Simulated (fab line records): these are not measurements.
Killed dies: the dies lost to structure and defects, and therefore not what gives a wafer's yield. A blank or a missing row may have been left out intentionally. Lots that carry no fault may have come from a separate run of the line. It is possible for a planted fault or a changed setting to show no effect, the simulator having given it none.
Chamber matching + flow nandHarc + aldHk-03 running NHARC_A_CHANNEL_FILL_D1_ALD_25: 4 sister chambers
The step deposits SiOx, target thk 60 nm, pulse time 10 s, ald cycles 600. 8 wafers are shown with their chamber, then 9 later ones without.

== EACH WAFER AND ITS CHAMBER ==
| wafer  | chamber | heaterPowerW (W) | precursorPulseHeightRel |
|--------|---------|------------------|-------------------------|
| L077.1 | 0       | 412              | 0.973                   |
| L079.1 | 0       | 413              | 1.000                   |
| L079.2 | 1       | 526              | 0.968                   |
| L081.5 | 1       | 525              | 1.023                   |
| L081.6 | 2       | 448              | 0.991                   |
| L085.1 | 3       | 448              | 0.993                   |
| L085.3 | 2       | 446              | 0.982                   |
| L085.5 | 3       | 458              | 0.997                   |

== WAFERS WHOSE CHAMBER IS MISSING ==
| wafer  | heaterPowerW (W) | precursorPulseHeightRel |
|--------|------------------|-------------------------|
| L087.3 | 444              | 1.028                   |
| L087.2 | 534              | 0.978                   |
| L087.5 | 453              | 0.984                   |
| L088.1 | 531              | 1.007                   |
| L088.3 | 426              | 1.007                   |
| L088.6 | 444              | 1.020                   |
| L091.4 | 420              | 0.991                   |
| L091.5 | 438              | 0.991                   |
| L091.6 | 536              | 1.004                   |

== WHICH CHAMBER EACH WENT THROUGH ==
| wafer  | from the rows above     | in truth |
|--------|-------------------------|----------|
| L087.3 | can't be placed: 2 or 3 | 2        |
| L087.2 | 1                       | 1        |
| L087.5 | can't be placed: 3 or 2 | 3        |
| L088.1 | 1                       | 1        |
| L088.3 | 0                       | 0        |
| L088.6 | can't be placed: 2 or 3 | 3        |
| L091.4 | 0                       | 0        |
| L091.5 | can't be placed: 2 or 3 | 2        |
| L091.6 | 1                       | 1        |
Placed correctly: 5 of 9. These rows do not allow placing 4 (true chamber among the candidates in 4). 0 placed wrongly.
How it was worked out, from the rows above alone: a wafer's distance from a chamber is the root of the sum, over the readings, of the square of ((its reading less the chamber's mean) divided by the reading's scatter). If the next closest chamber is less than 2 further off than the closest, the wafer can't be placed; otherwise it belongs to the closest. For every chamber, the mean is computed from those of its wafers that are shown. The scatter: the root of (the sum of the squares of (reading less its chamber's mean) over the shown wafers, divided by (wafers less chambers)).
